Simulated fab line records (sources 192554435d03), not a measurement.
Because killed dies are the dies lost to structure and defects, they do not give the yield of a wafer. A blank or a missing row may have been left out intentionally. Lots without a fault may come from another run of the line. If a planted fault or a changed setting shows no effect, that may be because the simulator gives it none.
What tool caused it? :: flow n5Finfet :: 8 lots, 24 wafers sampled, at 7 steps of a route of 1938

== WHAT EACH GAUGE READ, for each wafer ==
N5_BEOL_M0_RS_MEAS_126: the measuring method here is four-point-probe.
lot: L460
measured: day 6 05:37
on: filmMetro-02
M0_RS (ohm/sq): 0.522 0.542 0.563

lot: L462
measured: day 7 07:58
on: filmMetro-01
M0_RS (ohm/sq): 0.551 0.523 0.540

lot: L467
measured: day 7 22:31
on: filmMetro-02
M0_RS (ohm/sq): 0.696 0.690 0.679

lot: L468
measured: day 8 05:31
on: filmMetro-01
M0_RS (ohm/sq): 0.667 0.660 0.694

lot: L474
measured: day 9 14:58
on: filmMetro-01
M0_RS (ohm/sq): 0.530 0.573 0.546

lot: L475
measured: day 9 17:53
on: filmMetro-02
M0_RS (ohm/sq): 0.569 0.515 0.584

lot: L477
measured: day 10 14:07
on: filmMetro-01
M0_RS (ohm/sq): 0.580 0.570 0.545

lot: L479
measured: day 10 17:34
on: filmMetro-01
M0_RS (ohm/sq): 0.587 0.549 0.582

N5_BEOL_M4_RC_MEAS_101.
lot: L460
measured: day 9 11:10
on: prober-01
DIBL_N (mV/V): 39.2 37.5 33.2
DIBL_P (mV/V): 40.5 39.0 32.6
IOFF_N (nA/um): 0.22 0.17 0.10
IOFF_P (nA/um): 0.34 0.29 0.18
ION_N (uA/um): 686 677 646
ION_P (uA/um): 483 471 455
SS_N (mV/dec): 71.1 71.0 69.9
SS_P (mV/dec): 74.5 73.9 72.5
VT_N (mV): 243 247 255
VT_P (mV): -239 -244 -252

lot: L462
measured: day 10 02:23
on: prober-02
DIBL_N (mV/V): 37.3 33.2 34.2
DIBL_P (mV/V): 37.3 32.7 34.5
IOFF_N (nA/um): 0.16 0.11 0.13
IOFF_P (nA/um): 0.25 0.18 0.20
ION_N (uA/um): 690 685 676
ION_P (uA/um): 480 474 477
SS_N (mV/dec): 71.2 70.0 70.5
SS_P (mV/dec): 73.6 72.5 72.5
VT_N (mV): 248 253 251
VT_P (mV): -247 -250 -249

lot: L467
measured: day 10 21:10
on: prober-01
DIBL_N (mV/V): 35.9 37.0 38.1
DIBL_P (mV/V): 35.8 38.1 38.4
IOFF_N (nA/um): 0.14 0.17 0.18
IOFF_P (nA/um): 0.16 0.21 0.22
ION_N (uA/um): 675 661 685
ION_P (uA/um): 454 455 465
SS_N (mV/dec): 71.9 71.1 72.2
SS_P (mV/dec): 73.2 74.0 74.1
VT_N (mV): 254 250 250
VT_P (mV): -256 -252 -254

lot: L468
measured: day 10 22:46
on: prober-01
DIBL_N (mV/V): 36.2 36.9 35.3
DIBL_P (mV/V): 36.5 37.1 35.5
IOFF_N (nA/um): 0.14 0.16 0.13
IOFF_P (nA/um): 0.21 0.23 0.20
ION_N (uA/um): 674 673 674
ION_P (uA/um): 459 467 465
SS_N (mV/dec): 71.4 71.7 71.0
SS_P (mV/dec): 73.3 74.2 73.5
VT_N (mV): 256 251 251
VT_P (mV): -252 -245 -250

lot: L474
measured: day 12 15:44
on: prober-02
DIBL_N (mV/V): 34.9 36.9 36.8
DIBL_P (mV/V): 35.8 37.6 38.6
IOFF_N (nA/um): 0.13 0.18 0.17
IOFF_P (nA/um): 0.18 0.22 0.24
ION_N (uA/um): 671 673 672
ION_P (uA/um): 456 454 463
SS_N (mV/dec): 72.0 72.6 71.8
SS_P (mV/dec): 73.1 73.7 73.5
VT_N (mV): 253 250 249
VT_P (mV): -253 -250 -248

lot: L475
measured: day 12 19:28
on: prober-01
DIBL_N (mV/V): 36.6 37.8 41.0
DIBL_P (mV/V): 32.5 34.6 37.7
IOFF_N (nA/um): 0.13 0.16 0.23
IOFF_P (nA/um): 0.18 0.22 0.27
ION_N (uA/um): 661 673 677
ION_P (uA/um): 455 457 462
SS_N (mV/dec): 71.1 71.8 72.7
SS_P (mV/dec): 73.0 74.1 74.2
VT_N (mV): 252 247 244
VT_P (mV): -254 -249 -249

lot: L477
measured: day 13 05:08
on: prober-02
DIBL_N (mV/V): 36.2 36.8 35.7
DIBL_P (mV/V): 37.9 38.9 37.4
IOFF_N (nA/um): 0.19 0.19 0.18
IOFF_P (nA/um): 0.24 0.25 0.23
ION_N (uA/um): 674 671 679
ION_P (uA/um): 467 464 465
SS_N (mV/dec): 71.5 71.4 72.3
SS_P (mV/dec): 74.5 73.9 73.9
VT_N (mV): 246 248 247
VT_P (mV): -247 -248 -247

lot: L479
measured: day 13 09:16
on: prober-02
DIBL_N (mV/V): 40.8 35.1 36.6
DIBL_P (mV/V): 42.0 35.6 36.8
IOFF_N (nA/um): 0.26 0.14 0.16
IOFF_P (nA/um): 0.32 0.21 0.21
ION_N (uA/um): 692 663 676
ION_P (uA/um): 467 457 462
SS_N (mV/dec): 72.9 71.1 71.7
SS_P (mV/dec): 74.4 73.1 73.4
VT_N (mV): 245 251 250
VT_P (mV): -245 -249 -251

== TOOL THAT RAN EACH LOT (tool first, then ch and the chambers of the sampled wafers, then the start) ==
lot: L460
N5_MOL_CONTACT_COAG_ETCH_124: rieDiel-02 ch 0,3, day 5 10:37
N5_MOL_CONTACT_COAG_ETCH_48: rieDiel-02 ch 0,3, day 5 10:40
N5_BEOL_M0_SAQP_PECVD_00: pecvd-02 ch 1,2, day 5 15:05
N5_BEOL_M0_SAQP_HM_DEP_111: pecvd-04 ch 1,2, day 5 16:21
N5_BEOL_M0_ETCH_109: rieDiel-05 ch 0,2, day 6 02:38

lot: L462
N5_MOL_CONTACT_COAG_ETCH_124: rieDiel-05 ch 0,1,2, day 5 20:20
N5_MOL_CONTACT_COAG_ETCH_48: rieDiel-05 ch 0,1,2, day 5 20:23
N5_BEOL_M0_SAQP_PECVD_00: pecvd-01 ch 1,2, day 6 00:48
N5_BEOL_M0_SAQP_HM_DEP_111: pecvd-01 ch 1,2, day 6 02:21
N5_BEOL_M0_ETCH_109: rieDiel-04 ch 0,1,3, day 6 09:56

lot: L467
N5_MOL_CONTACT_COAG_ETCH_124: rieDiel-02 ch 0,1,3, day 7 03:31
N5_MOL_CONTACT_COAG_ETCH_48: rieDiel-02 ch 0,1,3, day 7 03:34
N5_BEOL_M0_SAQP_PECVD_00: pecvd-01 ch 0,1,2, day 7 08:01
N5_BEOL_M0_SAQP_HM_DEP_111: pecvd-01 ch 0,1,2, day 7 08:28
N5_BEOL_M0_ETCH_109: rieDiel-05 ch 0,1,2, day 7 18:43

lot: L468
N5_MOL_CONTACT_COAG_ETCH_124: rieDiel-02 ch 0,1,3, day 7 08:34
N5_MOL_CONTACT_COAG_ETCH_48: rieDiel-02 ch 0,1,3, day 7 08:37
N5_BEOL_M0_SAQP_PECVD_00: pecvd-04 ch 0,1, day 7 13:02
N5_BEOL_M0_SAQP_HM_DEP_111: pecvd-02 ch 0,2, day 7 15:37
N5_BEOL_M0_ETCH_109: rieDiel-02 ch 1,2,3, day 8 00:34

lot: L474
N5_MOL_CONTACT_COAG_ETCH_124: rieDiel-02 ch 1,2,3, day 8 20:37
N5_MOL_CONTACT_COAG_ETCH_48: rieDiel-02 ch 1,2,3, day 8 20:39
N5_BEOL_M0_SAQP_PECVD_00: pecvd-04 ch 1,2, day 9 01:05
N5_BEOL_M0_SAQP_HM_DEP_111: pecvd-02 ch 0,1,2, day 9 02:35
N5_BEOL_M0_ETCH_109: rieDiel-02 ch 0,1,3, day 9 11:08

lot: L475
N5_MOL_CONTACT_COAG_ETCH_124: rieDiel-04 ch 1,2, day 9 00:11
N5_MOL_CONTACT_COAG_ETCH_48: rieDiel-04 ch 1,2, day 9 00:14
N5_BEOL_M0_SAQP_PECVD_00: pecvd-04 ch 1,2, day 9 04:39
N5_BEOL_M0_SAQP_HM_DEP_111: pecvd-01 ch 0,1, day 9 06:10
N5_BEOL_M0_ETCH_109: rieDiel-05 ch 0,1,3, day 9 15:10

lot: L477
N5_MOL_CONTACT_COAG_ETCH_124: rieDiel-05 ch 0,1,2, day 9 15:32
N5_MOL_CONTACT_COAG_ETCH_48: rieDiel-05 ch 0,1,2, day 9 15:35
N5_BEOL_M0_SAQP_PECVD_00: pecvd-04 ch 1,2, day 9 20:08
N5_BEOL_M0_SAQP_HM_DEP_111: pecvd-02 ch 0,1,2, day 9 22:48
N5_BEOL_M0_ETCH_109: rieDiel-04 ch 0,1,2, day 10 10:29

lot: L479
N5_MOL_CONTACT_COAG_ETCH_124: rieDiel-02 ch 2,3, day 9 19:55
N5_MOL_CONTACT_COAG_ETCH_48: rieDiel-02 ch 2,3, day 9 19:58
N5_BEOL_M0_SAQP_PECVD_00: pecvd-04 ch 1, day 10 02:09
N5_BEOL_M0_SAQP_HM_DEP_111: pecvd-01 ch 0,1, day 10 03:17
N5_BEOL_M0_ETCH_109: rieDiel-05 ch 1,2,3, day 10 13:05
- N5_MOL_CONTACT_COAG_ETCH_124: etches SiNx in CH3F/O2, stops on SiOC, target depth 6.5 nm.
- N5_MOL_CONTACT_COAG_ETCH_48: etches SiOC in C4F6/O2, target depth 15 nm, overetch 4.5 nm, time 17 s.
- N5_BEOL_M0_SAQP_PECVD_00: deposits SiCN from 3MS/NH3, target thk 8 nm, time 14 s.
- N5_BEOL_M0_SAQP_HM_DEP_111: deposits SiO2 from SiH4/N2O, target thk 12 nm, time 7.2 s.
- N5_BEOL_M0_ETCH_109: etches SiCN in CH3F/O2, target depth 8 nm, overetch 2.4 nm, time 27.4 s.

== AS READ BY THE TOOLS THEMSELVES (means over the sampled wafers that have a number; for cases with no such wafer, the mark the record gives instead) ==
N5_MOL_CONTACT_COAG_ETCH_124.
lot: L460
tool: rieDiel-02
drypumpMotorCurrentA (A): 5.2
oesProductAu (a.u.): 0.62
rfVppV (V): 303
showerheadPlenumPTorr (Torr): 1.95
throttleValvePct (%): 16.28

lot: L462
tool: rieDiel-05
drypumpMotorCurrentA (A): 5.9
oesProductAu (a.u.): 0.62
rfVppV (V): 302
showerheadPlenumPTorr (Torr): 1.99
throttleValvePct (%): 16.45

lot: L467
tool: rieDiel-02
drypumpMotorCurrentA (A): 5.5
oesProductAu (a.u.): 0.61
rfVppV (V): 299
showerheadPlenumPTorr (Torr): 1.98
throttleValvePct (%): 16.36

lot: L468
tool: rieDiel-02
drypumpMotorCurrentA (A): 5.5
oesProductAu (a.u.): 0.61
rfVppV (V): 300
showerheadPlenumPTorr (Torr): 1.98
throttleValvePct (%): 16.36

lot: L474
tool: rieDiel-02
drypumpMotorCurrentA (A): 5.7
oesProductAu (a.u.): 0.64
rfVppV (V): 302
showerheadPlenumPTorr (Torr): 2.05
throttleValvePct (%): 16.36

lot: L475
tool: rieDiel-04
drypumpMotorCurrentA (A): 5.8
oesProductAu (a.u.): 0.62
rfVppV (V): 296
showerheadPlenumPTorr (Torr): 1.97
throttleValvePct (%): 16.44

lot: L477
tool: rieDiel-05
drypumpMotorCurrentA (A): 5.9
oesProductAu (a.u.): 0.60
rfVppV (V): 301
showerheadPlenumPTorr (Torr): 1.97
throttleValvePct (%): 16.52

lot: L479
tool: rieDiel-02
drypumpMotorCurrentA (A): 5.9
oesProductAu (a.u.): 0.66
rfVppV (V): 305
showerheadPlenumPTorr (Torr): 2.06
throttleValvePct (%): 16.28

N5_MOL_CONTACT_COAG_ETCH_48.
lot: L460
tool: rieDiel-02
drypumpMotorCurrentA (A): 5.2
oesProductAu (a.u.): 0.60
rfVppV (V): 1620
showerheadPlenumPTorr (Torr): 2.77
throttleValvePct (%): 40.3

lot: L462
tool: rieDiel-05
drypumpMotorCurrentA (A): 5.9
oesProductAu (a.u.): 0.63
rfVppV (V): 1609
showerheadPlenumPTorr (Torr): 2.82
throttleValvePct (%): 40.9

lot: L467
tool: rieDiel-02
drypumpMotorCurrentA (A): 5.5
oesProductAu (a.u.): 0.59
rfVppV (V): 1603
showerheadPlenumPTorr (Torr): 2.81
throttleValvePct (%): 40.5

lot: L468
tool: rieDiel-02
drypumpMotorCurrentA (A): 5.5
oesProductAu (a.u.): 0.60
rfVppV (V): 1603
showerheadPlenumPTorr (Torr): 2.80
throttleValvePct (%): 40.5

lot: L474
tool: rieDiel-02
drypumpMotorCurrentA (A): 5.7
oesProductAu (a.u.): 0.62
rfVppV (V): 1614
showerheadPlenumPTorr (Torr): 2.90
throttleValvePct (%): 40.4

lot: L475
tool: rieDiel-04
drypumpMotorCurrentA (A): 5.8
oesProductAu (a.u.): 0.60
rfVppV (V): 1576
showerheadPlenumPTorr (Torr): 2.80
throttleValvePct (%): 41.0

lot: L477
tool: rieDiel-05
drypumpMotorCurrentA (A): 5.9
oesProductAu (a.u.): 0.59
rfVppV (V): 1609
showerheadPlenumPTorr (Torr): 2.81
throttleValvePct (%): 40.9

lot: L479
tool: rieDiel-02
drypumpMotorCurrentA (A): 5.9
oesProductAu (a.u.): 0.65
rfVppV (V): 1629
showerheadPlenumPTorr (Torr): 2.93
throttleValvePct (%): 40.5

N5_BEOL_M0_SAQP_PECVD_00.
lot: L460
tool: pecvd-02
chamberPressureTorr (Torr): 2.996
rfFwdPowerW (W): 197.5
showerheadPlenumPTorr (Torr): 3.660
throttleValvePct (%): 9.1

lot: L462
tool: pecvd-01
chamberPressureTorr (Torr): 2.997
rfFwdPowerW (W): 198.8
showerheadPlenumPTorr (Torr): 3.674
throttleValvePct (%): 8.9

lot: L467
tool: pecvd-01
chamberPressureTorr (Torr): -
rfFwdPowerW (W): -
showerheadPlenumPTorr (Torr): -
throttleValvePct (%): -

lot: L468
tool: pecvd-04
chamberPressureTorr (Torr): -
rfFwdPowerW (W): -
showerheadPlenumPTorr (Torr): -
throttleValvePct (%): -

lot: L474
tool: pecvd-04
chamberPressureTorr (Torr): 3.006
rfFwdPowerW (W): 198.0
showerheadPlenumPTorr (Torr): 3.675
throttleValvePct (%): 9.0

lot: L475
tool: pecvd-04
chamberPressureTorr (Torr): 2.994
rfFwdPowerW (W): 198.2
showerheadPlenumPTorr (Torr): 3.676
throttleValvePct (%): 9.1

lot: L477
tool: pecvd-04
chamberPressureTorr (Torr): 2.994
rfFwdPowerW (W): 197.6
showerheadPlenumPTorr (Torr): 3.671
throttleValvePct (%): 8.9

lot: L479
tool: pecvd-04
chamberPressureTorr (Torr): 2.998
rfFwdPowerW (W): 196.5
showerheadPlenumPTorr (Torr): 3.689
throttleValvePct (%): 9.2

N5_BEOL_M0_SAQP_HM_DEP_111.
lot: L460
tool: pecvd-04
heaterPowerW (W): 692
showerheadPlenumPTorr (Torr): 8.19

lot: L462
tool: pecvd-01
heaterPowerW (W): 808
showerheadPlenumPTorr (Torr): 8.26

lot: L467
tool: pecvd-01
heaterPowerW (W): 827
showerheadPlenumPTorr (Torr): 8.29

lot: L468
tool: pecvd-02
heaterPowerW (W): 760
showerheadPlenumPTorr (Torr): 7.94

lot: L474
tool: pecvd-02
heaterPowerW (W): 746
showerheadPlenumPTorr (Torr): 8.03

lot: L475
tool: pecvd-01
heaterPowerW (W): 753
showerheadPlenumPTorr (Torr): 8.23

lot: L477
tool: pecvd-02
heaterPowerW (W): 733
showerheadPlenumPTorr (Torr): 8.04

lot: L479
tool: pecvd-01
heaterPowerW (W): 864
showerheadPlenumPTorr (Torr): 8.26

N5_BEOL_M0_ETCH_109.
lot: L460
tool: rieDiel-05
drypumpMotorCurrentA (A): 5.6
oesProductAu (a.u.): 0.63
rfVppV (V): 297.5
showerheadPlenumPTorr (Torr): 2.01
throttleValvePct (%): 16.49

lot: L462
tool: rieDiel-04
drypumpMotorCurrentA (A): 5.5
oesProductAu (a.u.): 0.64
rfVppV (V): 298.4
showerheadPlenumPTorr (Torr): 2.03
throttleValvePct (%): 16.45

lot: L467
tool: rieDiel-05
drypumpMotorCurrentA (A): 5.8
oesProductAu (a.u.): 0.27
rfVppV (V): 297.3
showerheadPlenumPTorr (Torr): 1.98
throttleValvePct (%): 16.47

lot: L468
tool: rieDiel-02
drypumpMotorCurrentA (A): 5.7
oesProductAu (a.u.): 0.29
rfVppV (V): 297.9
showerheadPlenumPTorr (Torr): 2.05
throttleValvePct (%): 16.33

lot: L474
tool: rieDiel-02
drypumpMotorCurrentA (A): 5.5
oesProductAu (a.u.): 0.61
rfVppV (V): 296.0
showerheadPlenumPTorr (Torr): 1.97
throttleValvePct (%): 16.40

lot: L475
tool: rieDiel-05
drypumpMotorCurrentA (A): 6.1
oesProductAu (a.u.): 0.61
rfVppV (V): 296.2
showerheadPlenumPTorr (Torr): 1.95
throttleValvePct (%): 16.61

lot: L477
tool: rieDiel-04
drypumpMotorCurrentA (A): 5.6
oesProductAu (a.u.): 0.63
rfVppV (V): 296.4
showerheadPlenumPTorr (Torr): 1.97
throttleValvePct (%): 16.35

lot: L479
tool: rieDiel-05
drypumpMotorCurrentA (A): 6.0
oesProductAu (a.u.): 0.62
rfVppV (V): 297.0
showerheadPlenumPTorr (Torr): 1.98
throttleValvePct (%): 16.42

== THE ANSWER, worked out from the rows above alone ==
Rule: usual is defined by the lots themselves. Put in order of their means at a reading, lots are off if they are a third of the lots or fewer, leave a main group of 4 or more, and stand apart from it by a gap of 3 or more times the standard deviation of the main group's means; of several such gaps the widest counts. If all means in a main group match to the digits the tables above print for the reading, that group is not used. A lot without any number at a reading at which 4 lots or more have one is off too. Where the step has rows for the other lots, those lots are counted as sound. First the gauges in route order, then the tools' own readings, where a lot's mean is used as printed above. The first step at which some lot is off is used, and at that step the reading that is off furthest; a lot without a number counts as furthest.
Off: L467, L468, seen at N5_BEOL_M0_RS_MEAS_126 (M0_RS). Main group: mean 0.554 ohm/sq, sd 0.012.
If a tool, at a process step before that reading, ran all the lots that are off and no sound lot after the first of them, it fits. Not tried: the gauges at N5_BEOL_M0_RS_MEAS_126; whatever is off there is also off at N5_BEOL_M0_SAQP_PECVD_00, on other tools, and gauge error can't account for it. Not one of the candidates tried fits.

== WHAT THE SIMULATOR HAD INSERTED ==
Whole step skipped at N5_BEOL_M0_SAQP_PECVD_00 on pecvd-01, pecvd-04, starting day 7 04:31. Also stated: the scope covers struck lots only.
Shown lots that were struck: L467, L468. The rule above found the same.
